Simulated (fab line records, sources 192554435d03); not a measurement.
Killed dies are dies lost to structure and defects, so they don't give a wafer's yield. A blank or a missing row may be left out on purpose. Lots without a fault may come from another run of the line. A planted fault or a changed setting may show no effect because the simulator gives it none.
Chamber matching | flow n5_finfet | N5_BEOL_M12_ILD_DEP_00 on pecvd-01: 3 sister chambers
The step deposits SiOC from DEMS/O2, target thk 658.92 nm, time 130.7 s. 18 wafers are shown with their chamber, then 9 later ones without.

WAFERS WITH THEIR CHAMBER
wafer  | chamber | throttle_valve_pct (%) | heater_power_w (W) | showerhead_plenum_p_Torr (Torr)
L077.4 | 1       | 10.7                   | 587                | 5.685
L077.5 | 0       | 11.9                   | 480                | 5.692
L077.6 | 2       | 12.0                   | 408                | 5.691
L081.1 | 0       | 12.2                   | 471                | 5.686
L081.2 | 2       | 11.9                   | 475                | 5.691
L081.6 | 2       | 11.8                   | 384                | 5.701
L085.1 | 1       | 10.9                   | 609                | 5.701
L085.4 | 0       | 12.3                   | 459                | 5.689
L085.6 | 2       | 11.4                   | 468                | 5.690
L084.1 | 0       | 11.9                   | 519                | 5.678
L084.3 | 2       | 11.9                   | 405                | 5.698
L084.4 | 2       | 11.9                   | 430                | 5.684
L089.2 | 0       | 12.0                   | 449                | 5.675
L089.3 | 1       | 10.9                   | 494                | 5.689
L089.5 | 2       | 11.8                   | 474                | 5.684
L076.3 | 0       | 12.0                   | 480                | 5.680
L076.4 | 2       | 11.7                   | 473                | 5.691
L076.6 | 0       | 12.0                   | 512                | 5.688

SIGNATURES (means of the wafers above)
reading                  | chamber 0 | chamber 1 | chamber 2 | scatter within a chamber
throttle_valve_pct       | 12.043    | 10.833    | 11.800    | 0.164
heater_power_w           | 481.43    | 563.33    | 439.62    | 37.6
showerhead_plenum_p_Torr | 5.68400   | 5.69167   | 5.69125   | 0.00647
Rule: a wafer's distance from a chamber is the root of the sum, over the readings, of the square of ((its reading less the chamber's mean) divided by the reading's scatter). The wafer belongs to the nearest chamber; if the next one is less than 2 further off, it can't be placed. The scatter: the root of (the sum of the squares of (reading less its chamber's mean) over the shown wafers, divided by (wafers less chambers)).

WAFERS WITHOUT THEIR CHAMBER
wafer  | throttle_valve_pct (%) | heater_power_w (W) | showerhead_plenum_p_Torr (Torr)
L090.2 | 11.9                   | 500                | 5.686
L090.4 | 11.9                   | 465                | 5.693
L090.6 | 10.8                   | 584                | 5.704
L088.2 | 12.0                   | 512                | 5.673
L088.3 | 10.8                   | 519                | 5.679
L088.6 | 11.8                   | 525                | 5.684
L097.1 | 12.0                   | 433                | 5.670
L097.5 | 10.6                   | 601                | 5.702
L097.6 | 11.9                   | 518                | 5.675

WHICH CHAMBER EACH WENT THROUGH
wafer  | from the rows above     | in truth
L090.2 | can't be placed: 0 or 2 | 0
L090.4 | can't be placed: 2 or 0 | 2
L090.6 | 1                       | 1
L088.2 | can't be placed: 0 or 2 | 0
L088.3 | 1                       | 1
L088.6 | can't be placed: 0 or 2 | 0
L097.1 | can't be placed: 0 or 2 | 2
L097.5 | 1                       | 1
L097.6 | can't be placed: 0 or 2 | 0
Placed correctly: 3 of 9. Can't be placed from these rows: 6 (the true chamber is among the candidates in 6). Placed wrongly: 0.
